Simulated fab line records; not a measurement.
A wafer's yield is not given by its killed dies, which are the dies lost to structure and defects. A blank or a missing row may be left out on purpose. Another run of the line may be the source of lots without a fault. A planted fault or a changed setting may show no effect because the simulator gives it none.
Matching of chambers | flow n5 finfet | 4 sister chambers for N5_DUMMY_REMOVAL_STRIP_10 on rie diel-05
The step strips in N2/H2, time 40 s. 4 wafers are shown with their chamber, then 10 later ones without.

== EACH WAFER AND ITS CHAMBER ==
wafer  | chamber | showerhead plenum p Torr (Torr)
L075.3 | 3       | 3.30
L092.4 | 0       | 3.51
L093.3 | 2       | 3.45
L093.4 | 1       | 3.36

== WAFERS MISSING THEIR CHAMBER ==
wafer  | showerhead plenum p Torr (Torr)
L093.6 | 3.50
L094.1 | 3.45
L094.5 | 3.28
L094.6 | 3.45
L096.1 | 3.44
L096.5 | 3.35
L096.6 | 3.44
L097.1 | 3.44
L097.2 | 3.35
L097.3 | 3.50

== WHICH CHAMBER EACH WENT THROUGH ==
wafer  | from the rows above | in truth
L093.6 | 0                   | 0
L094.1 | 2                   | 2
L094.5 | 3                   | 3
L094.6 | 2                   | 2
L096.1 | 2                   | 2
L096.5 | 1                   | 1
L096.6 | 2                   | 2
L097.1 | 2                   | 2
L097.2 | 1                   | 1
L097.3 | 0                   | 0
Placed correctly: 10 of 10. Left unplaced by these rows: 0. 0 placed wrongly.
How it was worked out, from the rows above alone: a wafer's distance from a chamber is the root of the sum, over the readings, of the square of ((its reading less the chamber's mean) divided by the reading's scatter). The wafer belongs to the nearest chamber; if the next one is less than 2 further off, it can't be placed. A chamber's mean is the mean of its shown wafers. The scatter (one wafer shown for each chamber): square how far every hidden wafer sits from the nearest shown wafer, average those squares and take the square root.
